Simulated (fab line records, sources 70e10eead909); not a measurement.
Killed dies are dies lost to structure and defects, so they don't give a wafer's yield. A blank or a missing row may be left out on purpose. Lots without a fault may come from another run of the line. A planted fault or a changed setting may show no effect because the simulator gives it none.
Chamber matching | flow nand_harc | NHARC_A_M0_STRIP_18 on rie_diel-02: 4 sister chambers
The step strips in N2/H2. 8 wafers are shown with their chamber, then 9 later ones without.

WAFERS WITH THEIR CHAMBER
wafer  | chamber | showerhead_plenum_p_Torr (Torr) | rf_vpp_V (V)
L076.3 | 1       | 2.19                            | 90.6
L084.5 | 1       | 2.18                            | 92.9
L085.4 | 0       | 1.99                            | 89.7
L085.5 | 3       | 1.99                            | 90.8
L085.6 | 2       | 2.20                            | 90.6
L080.1 | 0       | 1.99                            | 90.8
L080.2 | 3       | 1.99                            | 89.8
L080.4 | 2       | 2.19                            | 91.9

WAFERS WITHOUT THEIR CHAMBER
wafer  | showerhead_plenum_p_Torr (Torr) | rf_vpp_V (V)
L089.2 | 2.18                            | 91.6
L089.3 | 1.99                            | 90.8
L089.6 | 1.99                            | 90.8
L091.1 | 1.99                            | 90.2
L091.3 | 2.19                            | 91.3
L091.4 | 2.18                            | 93.0
L095.1 | 1.99                            | 89.8
L095.2 | 2.19                            | 91.5
L095.6 | 1.99                            | 91.8

WHICH CHAMBER EACH WENT THROUGH
wafer  | from the rows above     | in truth
L089.2 | 1                       | 1
L089.3 | can't be placed: 3 or 0 | 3
L089.6 | can't be placed: 3 or 0 | 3
L091.1 | can't be placed: 0 or 3 | 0
L091.3 | can't be placed: 2 or 1 | 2
L091.4 | can't be placed: 1 or 2 | 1
L095.1 | can't be placed: 0 or 3 | 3
L095.2 | can't be placed: 1 or 2 | 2
L095.6 | can't be placed: 3 or 0 | 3
Placed correctly: 1 of 9. Can't be placed from these rows: 8 (the true chamber is among the candidates in 8). Placed wrongly: 0.
How it was worked out, from the rows above alone: a wafer's distance from a chamber is the root of the sum, over the readings, of the square of ((its reading less the chamber's mean) divided by the reading's scatter). The wafer belongs to the nearest chamber; if the next one is less than 2 further off, it can't be placed. A chamber's mean is the mean of its shown wafers. The scatter: the root of (the sum of the squares of (reading less its chamber's mean) over the shown wafers, divided by (wafers less chambers)).
